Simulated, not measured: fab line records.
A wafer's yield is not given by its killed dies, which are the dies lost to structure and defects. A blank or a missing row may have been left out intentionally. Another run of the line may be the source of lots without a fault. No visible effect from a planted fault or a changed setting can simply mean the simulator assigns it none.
Split-lot study -- flow n5Finfet -- route with 1938 steps; 7 lots, 21 wafers read

== THE SPLIT ==
At N5_GATE_CUT_DESCUM_18 (chemistry O2, time 7 s), the setting timeS was moved away from the recipe's 7 s on 10 of the 21 wafers read, by -8.6% to +15.0%. All remaining wafers had this setting at the recipe value.

The split's own step is where the reading is taken.

== THE READING ==
CAR-EUV_of_GATE_CUT_COAT_07.thkNm (the simulator's own value, which no gauge read), in nm, at N5_GATE_CUT_DESCUM_18 (chemistry O2, time 7 s). No usual value for it is given in the file. Across the 11 wafers here that went through the recipe, the average is 26.1 nm and the standard deviation 0.096 nm.

wafer,"tool, chamber at the split","timeS as run, s",against the recipe,"CAR-EUV_of_GATE_CUT_COAT_07.thkNm, nm",against lot-mates on the recipe
L078.1,"rieDiel-04, 1",7,recipe,26.2,-
L078.2,"rieDiel-04, 2",6.539,-6.6%,26.4,+0.2
L078.6,"rieDiel-04, 0",6.539,-6.6%,26.2,+0.0
L080.1,"rieDiel-03, 3,0,3",6.397,-8.6%,26.4,no lot-mate on the recipe
L080.2,"rieDiel-03, 3,0,3",6.397,-8.6%,26.4,no lot-mate on the recipe
L080.6,"rieDiel-03, 3,0,3",6.397,-8.6%,26.4,no lot-mate on the recipe
L092.1,"rieDiel-03, 2,1",7.966,+13.8%,25.6,-0.4
L092.4,"rieDiel-03, 2,1",7.966,+13.8%,25.6,-0.4
L092.3,"rieDiel-03, 0",7,recipe,26,-
L093.2,"rieDiel-01, 2,1,2",7,recipe,26,-
L093.5,"rieDiel-01, 2,1,2",7,recipe,26,-
L093.6,"rieDiel-01, 2,1,2",7,recipe,26,-
L094.3,"rieDiel-04, 2",6.428,-8.2%,26.6,+0.4
L094.4,"rieDiel-04, 0",7,recipe,26.2,-
L094.5,"rieDiel-04, 1",6.428,-8.2%,26.4,+0.2
L096.1,"rieDiel-03, 3,2,3",7,recipe,26,-
L096.5,"rieDiel-03, 3,2,3",7,recipe,26,-
L096.6,"rieDiel-03, 3,2,3",7,recipe,26,-
L097.2,"rieDiel-01, 1,3",7,recipe,26.2,-
L097.4,"rieDiel-01, 1,3",7,recipe,26.2,-
L097.5,"rieDiel-01, 2",8.047,+15.0%,25.6,-0.6
The file does not say which wafer passed through which chamber wherever a row lists several chambers: such a row stands for several wafers.

FIT RESULTS
A straight line over all 21 wafers: CAR-EUV_of_GATE_CUT_COAT_07.thkNm changes by -0.0366 nm for each +1% of timeS; r = -0.94; the points scatter about the line by 0.096 nm.
The same after taking each lot's own level away (the mean of its wafers on the recipe; 18 wafers): -0.0316 nm for each +1%; r = -0.95; scatter 0.072 nm.
The reading moves by 0.47 nm for the largest change in timeS, on that fit.
The span of the lots' own levels, 26.00 to 26.20 nm, comes to 2.1 times the standard deviation stated above.
In other words, the slope is changed by the lot-to-lot level; the two fits disagree.
Check: for one of the wafers moved furthest among these (+15.0%), held out of the fit, the line's prediction against its lot-mates is -0.433 nm. Against them it came out at -0.6 nm.

== OTHER SPLITS ON THESE WAFERS ==
Other splits were also applied to these wafers ahead of the reading. Each is held against what the fit with the lots' levels taken away leaves over:
other split on the same wafers,wafers away from the commonest value,r with CAR-EUV_of_GATE_CUT_COAT_07.thkNm (lot level and that fit taken away)
N5_SD_EPI_P_EPI_21 timeS,8,-0.30
N5_HKMG_FIN_COAT_41 spinRpm,5,+0.39
N5_HKMG_FIN_EXPOSE_46 doseMj,7,+0.39
N5_GATE_CUT_COAT_27 spinRpm,4,+0.39

== THE FILE'S OWN FIT ==
CAR-EUV_of_GATE_CUT_COAT_07.thkNm changes by -0.0336 nm for each +1% of timeS, r = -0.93.
